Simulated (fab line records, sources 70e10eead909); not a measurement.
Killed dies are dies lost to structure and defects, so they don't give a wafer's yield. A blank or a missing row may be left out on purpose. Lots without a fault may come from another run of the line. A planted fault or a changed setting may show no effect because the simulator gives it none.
Which tool did it? | flow nand_harc | 6 lots, 18 wafers sampled, at 5 steps of a route of 1302

WHAT THE GAUGES READ, wafer by wafer
NHARC_END_SORT_01.
lot  | measured     | on        | killed_at_array
L834 | day 26 21:52 | prober-01 | 49 34 46
L836 | day 27 08:23 | prober-02 | 35 40 44
L847 | day 31 22:14 | prober-02 | 151 87 154

WHICH TOOL RAN EACH LOT (tool, then ch and the chambers of the sampled wafers, then the start)
lot  | NHARC_A_WL_FILL_ETCHBACK_17       | NHARC_THIN_TSV_CMP_21         | NHARC_THIN_TSV_ETCH_59            | NHARC_THIN_TSV_STRIP_56
L829 | rie_metal-03 ch 0,1, day 21 01:50 | cmp-01 ch 0,1,3, day 24 02:54 | rie_metal-03 ch 0,1, day 24 04:47 | plasma_asher-02 ch 0,1, day 24 05:09
L832 | rie_metal-02 ch 0,1, day 21 20:38 | cmp-02 ch 0,1,2, day 24 22:28 | rie_metal-02 ch 0,1, day 25 00:22 | plasma_asher-02 ch 0,1, day 25 00:43
L834 | rie_metal-03 ch 0,1, day 23 05:42 | cmp-03 ch 1,2, day 26 09:01   | rie_metal-02 ch 0,1, day 26 10:50 | plasma_asher-01 ch 0,1, day 26 11:14
L836 | rie_metal-01 ch 0,1, day 23 19:22 | cmp-03 ch 1,2,3, day 26 19:49 | rie_metal-01 ch 0,1, day 26 21:38 | plasma_asher-01 ch 0,1, day 26 21:58
L847 | rie_metal-02 ch 0,1, day 28 10:10 | cmp-02 ch 0,1, day 31 13:32   | rie_metal-01 ch 0,1, day 31 15:19 | plasma_asher-01 ch 0,1, day 31 15:41
L851 | rie_metal-01 ch 0,1, day 29 20:07 | cmp-01 ch 0,1,2, day 33 11:22 | rie_metal-03 ch 0,1, day 33 13:10 | plasma_asher-01 ch 0,1, day 33 13:36
- NHARC_A_WL_FILL_ETCHBACK_17: etches the open film in Cl2/BCl3, target depth 4 nm, time 26.7 s.
- NHARC_THIN_TSV_CMP_21: polishes, t overpolish 30 s, target thk 2000 nm.
- NHARC_THIN_TSV_ETCH_59: etches the open film in Cl2/BCl3, target depth 880 nm, time 138.1 s.
- NHARC_THIN_TSV_STRIP_56: strips in O2.

THE ANSWER, worked out from the rows above alone
Rule: what is usual is taken from the lots themselves. Put in order of their means at a reading, lots are off if they are a third of the lots or fewer, leave a main group of 4 or more, and stand apart from it by a gap of 3 or more times the standard deviation of the main group's means; of several such gaps the widest counts. A main group whose means are all the same, to the digits that the tables above print for the reading, isn't used. A lot without any number at a reading at which 4 lots or more have one is off too. The other lots that the step has rows for count as sound.
No lot is off at any reading shown: from this, nothing can be told.

WHAT THE SIMULATOR HAD PUT IN
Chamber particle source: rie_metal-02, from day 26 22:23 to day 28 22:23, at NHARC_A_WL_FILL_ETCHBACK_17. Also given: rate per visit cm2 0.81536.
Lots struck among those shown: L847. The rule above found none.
